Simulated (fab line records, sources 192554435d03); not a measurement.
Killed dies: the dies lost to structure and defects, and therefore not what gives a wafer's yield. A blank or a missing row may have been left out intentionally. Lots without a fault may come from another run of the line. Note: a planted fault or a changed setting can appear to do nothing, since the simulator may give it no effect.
Split-lot experiment || flow n5_finfet || 39 wafers read across 7 lots, on a route 1938 steps long

ABOUT THE SPLIT
At N5_DUMMY_GATE_ETCH_31 (etches SiO2 in C4F6/O2, target depth 82.5 nm, time 27.5 s), the setting target_depth_a was moved away from the recipe's 825 angstrom on 12 of the 39 wafers read, by -9.6% to +10.4%. For the rest of the wafers, this setting stayed at what the recipe calls for.

Reading taken at the split's own step.

THE READING
SOC_of_DUMMY_GATE_COAT_34.thk_nm (the simulator's own value, which no gauge read), in nm, at N5_DUMMY_GATE_ETCH_31 (etches SiO2 in C4F6/O2, target depth 82.5 nm, time 27.5 s). The file gives no usual value for it. Average 52.0 nm, standard deviation 0.2 nm, over the 27 wafers here run with the recipe.

{"wafer": "L074.1", "tool, chamber at the split": "rie_diel-06, 3", "target_depth_a as run, angstrom": 911, "against the recipe": "+10.4%", "SOC_of_DUMMY_GATE_COAT_34.thk_nm, nm": 51, "against lot-mates on the recipe": -0.8}
{"wafer": "L074.2", "tool, chamber at the split": "rie_diel-06, 1", "target_depth_a as run, angstrom": 825, "against the recipe": "recipe", "SOC_of_DUMMY_GATE_COAT_34.thk_nm, nm": 51.8, "against lot-mates on the recipe": "-"}
{"wafer": "L074.3", "tool, chamber at the split": "rie_diel-06, 0", "target_depth_a as run, angstrom": 911, "against the recipe": "+10.4%", "SOC_of_DUMMY_GATE_COAT_34.thk_nm, nm": 50.8, "against lot-mates on the recipe": -1.0}
{"wafer": "L074.4", "tool, chamber at the split": "rie_diel-06, 2", "target_depth_a as run, angstrom": 825, "against the recipe": "recipe", "SOC_of_DUMMY_GATE_COAT_34.thk_nm, nm": 52, "against lot-mates on the recipe": "-"}
{"wafer": "L074.5", "tool, chamber at the split": "rie_diel-06, 1", "target_depth_a as run, angstrom": 825, "against the recipe": "recipe", "SOC_of_DUMMY_GATE_COAT_34.thk_nm, nm": 51.6, "against lot-mates on the recipe": "-"}
{"wafer": "L074.6", "tool, chamber at the split": "rie_diel-06, 0", "target_depth_a as run, angstrom": 911, "against the recipe": "+10.4%", "SOC_of_DUMMY_GATE_COAT_34.thk_nm, nm": 50.8, "against lot-mates on the recipe": -1.0}
{"wafer": "L077.1", "tool, chamber at the split": "rie_diel-05, 2", "target_depth_a as run, angstrom": 766, "against the recipe": "-7.2%", "SOC_of_DUMMY_GATE_COAT_34.thk_nm, nm": 53, "against lot-mates on the recipe": "+0.8"}
{"wafer": "L077.2", "tool, chamber at the split": "rie_diel-05, 3", "target_depth_a as run, angstrom": 825, "against the recipe": "recipe", "SOC_of_DUMMY_GATE_COAT_34.thk_nm, nm": 52.2, "against lot-mates on the recipe": "-"}
{"wafer": "L077.3", "tool, chamber at the split": "rie_diel-05, 1", "target_depth_a as run, angstrom": 766, "against the recipe": "-7.2%", "SOC_of_DUMMY_GATE_COAT_34.thk_nm, nm": 52.6, "against lot-mates on the recipe": "+0.4"}
{"wafer": "L077.4", "tool, chamber at the split": "rie_diel-05, 3", "target_depth_a as run, angstrom": 825, "against the recipe": "recipe", "SOC_of_DUMMY_GATE_COAT_34.thk_nm, nm": 52.2, "against lot-mates on the recipe": "-"}
{"wafer": "L077.5", "tool, chamber at the split": "rie_diel-05, 2", "target_depth_a as run, angstrom": 766, "against the recipe": "-7.2%", "SOC_of_DUMMY_GATE_COAT_34.thk_nm, nm": 53, "against lot-mates on the recipe": "+0.8"}
{"wafer": "L077.6", "tool, chamber at the split": "rie_diel-05, 1", "target_depth_a as run, angstrom": 825, "against the recipe": "recipe", "SOC_of_DUMMY_GATE_COAT_34.thk_nm, nm": 52.2, "against lot-mates on the recipe": "-"}
{"wafer": "L080.1", "tool, chamber at the split": "rie_diel-06, 2", "target_depth_a as run, angstrom": 825, "against the recipe": "recipe", "SOC_of_DUMMY_GATE_COAT_34.thk_nm, nm": 52.2, "against lot-mates on the recipe": "-"}
{"wafer": "L080.2", "tool, chamber at the split": "rie_diel-06, 3", "target_depth_a as run, angstrom": 825, "against the recipe": "recipe", "SOC_of_DUMMY_GATE_COAT_34.thk_nm, nm": 52.2, "against lot-mates on the recipe": "-"}
{"wafer": "L080.3", "tool, chamber at the split": "rie_diel-06, 0", "target_depth_a as run, angstrom": 825, "against the recipe": "recipe", "SOC_of_DUMMY_GATE_COAT_34.thk_nm, nm": 51.6, "against lot-mates on the recipe": "-"}
{"wafer": "L080.4", "tool, chamber at the split": "rie_diel-06, 0", "target_depth_a as run, angstrom": 825, "against the recipe": "recipe", "SOC_of_DUMMY_GATE_COAT_34.thk_nm, nm": 52, "against lot-mates on the recipe": "-"}
{"wafer": "L080.5", "tool, chamber at the split": "rie_diel-06, 2", "target_depth_a as run, angstrom": 825, "against the recipe": "recipe", "SOC_of_DUMMY_GATE_COAT_34.thk_nm, nm": 52, "against lot-mates on the recipe": "-"}
{"wafer": "L080.6", "tool, chamber at the split": "rie_diel-06, 3", "target_depth_a as run, angstrom": 825, "against the recipe": "recipe", "SOC_of_DUMMY_GATE_COAT_34.thk_nm, nm": 52.2, "against lot-mates on the recipe": "-"}
{"wafer": "L082.1", "tool, chamber at the split": "rie_diel-05, 1", "target_depth_a as run, angstrom": 825, "against the recipe": "recipe", "SOC_of_DUMMY_GATE_COAT_34.thk_nm, nm": 51.8, "against lot-mates on the recipe": "-"}
{"wafer": "L082.2", "tool, chamber at the split": "rie_diel-05, 3", "target_depth_a as run, angstrom": 825, "against the recipe": "recipe", "SOC_of_DUMMY_GATE_COAT_34.thk_nm, nm": 51.8, "against lot-mates on the recipe": "-"}
{"wafer": "L082.3", "tool, chamber at the split": "rie_diel-05, 2", "target_depth_a as run, angstrom": 825, "against the recipe": "recipe", "SOC_of_DUMMY_GATE_COAT_34.thk_nm, nm": 52, "against lot-mates on the recipe": "-"}
{"wafer": "L082.4", "tool, chamber at the split": "rie_diel-05, 0", "target_depth_a as run, angstrom": 825, "against the recipe": "recipe", "SOC_of_DUMMY_GATE_COAT_34.thk_nm, nm": 51.8, "against lot-mates on the recipe": "-"}
{"wafer": "L082.5", "tool, chamber at the split": "rie_diel-05, 0", "target_depth_a as run, angstrom": 825, "against the recipe": "recipe", "SOC_of_DUMMY_GATE_COAT_34.thk_nm, nm": 51.8, "against lot-mates on the recipe": "-"}
{"wafer": "L082.6", "tool, chamber at the split": "rie_diel-05, 3", "target_depth_a as run, angstrom": 825, "against the recipe": "recipe", "SOC_of_DUMMY_GATE_COAT_34.thk_nm, nm": 51.8, "against lot-mates on the recipe": "-"}
{"wafer": "L090.1", "tool, chamber at the split": "rie_diel-05, 0", "target_depth_a as run, angstrom": 756.1, "against the recipe": "-8.4%", "SOC_of_DUMMY_GATE_COAT_34.thk_nm, nm": 52.4, "against lot-mates on the recipe": "+0.5"}
{"wafer": "L090.2", "tool, chamber at the split": "rie_diel-05, 2", "target_depth_a as run, angstrom": 756.1, "against the recipe": "-8.4%", "SOC_of_DUMMY_GATE_COAT_34.thk_nm, nm": 53, "against lot-mates on the recipe": "+1.1"}
{"wafer": "L090.3", "tool, chamber at the split": "rie_diel-05, 1", "target_depth_a as run, angstrom": 825, "against the recipe": "recipe", "SOC_of_DUMMY_GATE_COAT_34.thk_nm, nm": 51.8, "against lot-mates on the recipe": "-"}
{"wafer": "L090.4", "tool, chamber at the split": "rie_diel-05, 3", "target_depth_a as run, angstrom": 756.1, "against the recipe": "-8.4%", "SOC_of_DUMMY_GATE_COAT_34.thk_nm, nm": 52.6, "against lot-mates on the recipe": "+0.7"}
{"wafer": "L090.5", "tool, chamber at the split": "rie_diel-05, 2", "target_depth_a as run, angstrom": 825, "against the recipe": "recipe", "SOC_of_DUMMY_GATE_COAT_34.thk_nm, nm": 52, "against lot-mates on the recipe": "-"}
{"wafer": "L090.6", "tool, chamber at the split": "rie_diel-05, 3", "target_depth_a as run, angstrom": 825, "against the recipe": "recipe", "SOC_of_DUMMY_GATE_COAT_34.thk_nm, nm": 51.8, "against lot-mates on the recipe": "-"}
{"wafer": "L091.1", "tool, chamber at the split": "rie_diel-01, 3", "target_depth_a as run, angstrom": 825, "against the recipe": "recipe", "SOC_of_DUMMY_GATE_COAT_34.thk_nm, nm": 52.4, "against lot-mates on the recipe": "-"}
{"wafer": "L091.3", "tool, chamber at the split": "rie_diel-01, 1", "target_depth_a as run, angstrom": 825, "against the recipe": "recipe", "SOC_of_DUMMY_GATE_COAT_34.thk_nm, nm": 52.2, "against lot-mates on the recipe": "-"}
{"wafer": "L091.6", "tool, chamber at the split": "rie_diel-01, 2", "target_depth_a as run, angstrom": 825, "against the recipe": "recipe", "SOC_of_DUMMY_GATE_COAT_34.thk_nm, nm": 52, "against lot-mates on the recipe": "-"}
{"wafer": "L094.1", "tool, chamber at the split": "rie_diel-01, 1", "target_depth_a as run, angstrom": 825, "against the recipe": "recipe", "SOC_of_DUMMY_GATE_COAT_34.thk_nm, nm": 52, "against lot-mates on the recipe": "-"}
{"wafer": "L094.2", "tool, chamber at the split": "rie_diel-01, 0", "target_depth_a as run, angstrom": 745.6, "against the recipe": "-9.6%", "SOC_of_DUMMY_GATE_COAT_34.thk_nm, nm": 52.6, "against lot-mates on the recipe": "+0.6"}
{"wafer": "L094.3", "tool, chamber at the split": "rie_diel-01, 2", "target_depth_a as run, angstrom": 825, "against the recipe": "recipe", "SOC_of_DUMMY_GATE_COAT_34.thk_nm, nm": 52, "against lot-mates on the recipe": "-"}
{"wafer": "L094.4", "tool, chamber at the split": "rie_diel-01, 2", "target_depth_a as run, angstrom": 745.6, "against the recipe": "-9.6%", "SOC_of_DUMMY_GATE_COAT_34.thk_nm, nm": 52.6, "against lot-mates on the recipe": "+0.6"}
{"wafer": "L094.5", "tool, chamber at the split": "rie_diel-01, 0", "target_depth_a as run, angstrom": 825, "against the recipe": "recipe", "SOC_of_DUMMY_GATE_COAT_34.thk_nm, nm": 52, "against lot-mates on the recipe": "-"}
{"wafer": "L094.6", "tool, chamber at the split": "rie_diel-01, 1", "target_depth_a as run, angstrom": 745.6, "against the recipe": "-9.6%", "SOC_of_DUMMY_GATE_COAT_34.thk_nm, nm": 52.8, "against lot-mates on the recipe": "+0.8"}

FIT RESULTS
A straight line over all 39 wafers: SOC_of_DUMMY_GATE_COAT_34.thk_nm changes by -0.095 nm for each +1% of target_depth_a; r = -0.91; the points scatter about the line by 0.22 nm.
The same after taking each lot's own level away (the mean of its wafers on the recipe; 39 wafers): -0.0859 nm for each +1%; r = -0.94; scatter 0.16 nm.
Per that fit: largest target_depth_a move, reading shift of 0.9 nm.
The lots' own levels span 51.80 to 52.20 nm, that is 2.0 times the standard deviation above.
So the lot-to-lot level changes the slope: the two fits differ.
Check: for one of the wafers moved furthest among these (+10.4%), held out of the fit, the line's prediction against its lot-mates is -0.921 nm. Against them it came out at -0.8 nm.

ADDITIONAL SPLITS CARRIED BY THESE WAFERS
Before the reading, these wafers also passed through other splits. Each is held against what the fit with the lots' levels taken away leaves over:
{"other split on the same wafers": "N5_DUMMY_GATE_EXPOSE_12 dose_mj", "wafers away from the commonest value": 18, "r with SOC_of_DUMMY_GATE_COAT_34.thk_nm (lot level and that fit taken away)": -0.09}

THE WHOLE CHAIN: every reading that the file lists as answering this split, in the file's order
{"step": "N5_DUMMY_GATE_ETCH_31", "what it does": "etches SiO2 in C4F6/O2, target depth 82.5 nm, time 27.5 s", "reading": "etch.depth_nm (the simulator's own value, which no gauge read)", "change (the file's fit)": "+0.846 nm for each +1% of the setting", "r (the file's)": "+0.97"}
{"step": "N5_DUMMY_GATE_ETCH_31", "what it does": "etches SiO2 in C4F6/O2, target depth 82.5 nm, time 27.5 s", "reading": "SOC_of_DUMMY_GATE_COAT_34.thk_nm (the simulator's own value, which no gauge read)", "change (the file's fit)": "-0.0856 nm for each +1% of the setting", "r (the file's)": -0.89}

FILE'S OWN FIT
SOC_of_DUMMY_GATE_COAT_34.thk_nm changes by -0.0856 nm for each +1% of target_depth_a, r = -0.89.
